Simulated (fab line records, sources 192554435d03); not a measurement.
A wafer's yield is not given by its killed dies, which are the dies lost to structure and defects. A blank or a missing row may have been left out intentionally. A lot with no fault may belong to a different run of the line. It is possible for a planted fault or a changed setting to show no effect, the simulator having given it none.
Which tool was responsible? | flow n5Finfet | 9 lots, 27 wafers sampled, at 5 steps of a route of 1938

== WHAT EACH GAUGE READ, for each wafer ==
N5_BEOL_M4_RC_MEAS_101.
lot  | measured     | on        | DIBL_N (mV/V)
L133 | day 9 01:15  | prober-02 | 35.6 37.3 36.9
L134 | day 9 10:55  | prober-02 | 37.2 37.2 39.4
L136 | day 10 10:31 | prober-02 | 39.2 37.6 38.4
L145 | day 13 08:50 | prober-02 | 37.3 38.8 37.2
L146 | day 14 05:10 | prober-01 | 36.7 36.8 35.3
L147 | day 14 22:52 | prober-02 | 35.9 37.9 36.3
L151 | day 15 15:37 | prober-01 | 37.1 37.7 36.9
L152 | day 15 22:28 | prober-01 | 38.3 37.2 37.2
L153 | day 15 15:25 | prober-02 | 36.2 36.1 35.8

== EACH LOT AND THE TOOL THAT RAN IT (in order: tool; ch and the chambers of the sampled wafers; start) ==
lot  | N5_FIN_CUT_ETCH_30               | N5_STI_FIN_REVEAL_ALD_14        | N5_STI_FIN_REVEAL_DENSIFY_30   | N5_STI_FIN_REVEAL_ETCHBACK_08
L133 | rieDiel-06 ch 2,3, day 2 21:16   | aldSin-03 ch 0,3, day 2 22:13   | rtpAnneal-01 ch 0, day 3 04:14 | rieDiel-01 ch 0,1,3, day 3 04:30
L134 | rieDiel-06 ch 0,1,2, day 3 04:00 | aldSin-03 ch 0,1,2, day 3 04:58 | rtpAnneal-02 ch 0, day 3 10:20 | rieDiel-01 ch 0,2,3, day 3 10:33
L136 | rieDiel-03 ch 0,2,3, day 3 17:14 | aldSin-01 ch 0,1,2, day 3 18:16 | rtpAnneal-01 ch 0, day 3 23:53 | rieDiel-05 ch 0,1,2, day 4 00:10
L145 | rieDiel-02 ch 1,2,3, day 5 21:51 | aldSin-03 ch 0,1,3, day 6 00:01 | rtpAnneal-02 ch 0, day 6 05:35 | rieDiel-04 ch 0,1,2, day 6 05:47
L146 | rieDiel-06 ch 1,2, day 6 04:24   | aldSin-01 ch 0,1,2, day 6 05:25 | rtpAnneal-02 ch 0, day 6 10:50 | rieDiel-05 ch 0,1, day 6 11:01
L147 | rieDiel-02 ch 0,1,3, day 6 08:38 | aldSin-04 ch 1,2,3, day 6 09:37 | rtpAnneal-01 ch 0, day 6 15:00 | rieDiel-01 ch 0,2, day 6 15:16
L151 | rieDiel-02 ch 0,1,2, day 7 10:17 | aldSin-04 ch 2,3, day 7 11:54   | rtpAnneal-02 ch 0, day 7 17:30 | rieDiel-05 ch 1,2,3, day 7 17:37
L152 | rieDiel-03 ch 0,2,3, day 7 17:07 | aldSin-03 ch 0,1, day 7 18:13   | rtpAnneal-02 ch 0, day 7 23:39 | rieDiel-05 ch 1,2,3, day 7 23:50
L153 | rieDiel-06 ch 0,3, day 7 21:01   | aldSin-01 ch 0,2, day 7 21:58   | rtpAnneal-01 ch 0, day 8 03:20 | rieDiel-01 ch 1,2, day 8 03:38
- N5_FIN_CUT_ETCH_30: etches underlayer in N2/H2, target depth 13 nm, time 10.4 s.
- N5_STI_FIN_REVEAL_ALD_14: deposits Si3N4, target thk 3 nm.
- N5_STI_FIN_REVEAL_DENSIFY_30
- N5_STI_FIN_REVEAL_ETCHBACK_08: etches SiO2 in C4F6/O2, target depth 30.5 nm, time 10.167 s.

== THE ANSWER, worked out from the rows above alone ==
Rule: usual is defined by the lots themselves. The widest of any qualifying gaps counts: lots, ordered by their means at a reading, are off when they make up no more than a third of the lots, leave a main group of 4 or more, and stand apart from it by 3 or more times the standard deviation of that group's means. A main group is skipped when, at the precision printed for the reading in the tables above, its means are all equal. A lot without any number at a reading at which 4 lots or more have one is off too. Any other lot the step has rows for is counted as sound.
No lot is off on any of the readings shown, so nothing can be concluded from this.

== WHAT THE SIMULATOR HAD PUT IN ==
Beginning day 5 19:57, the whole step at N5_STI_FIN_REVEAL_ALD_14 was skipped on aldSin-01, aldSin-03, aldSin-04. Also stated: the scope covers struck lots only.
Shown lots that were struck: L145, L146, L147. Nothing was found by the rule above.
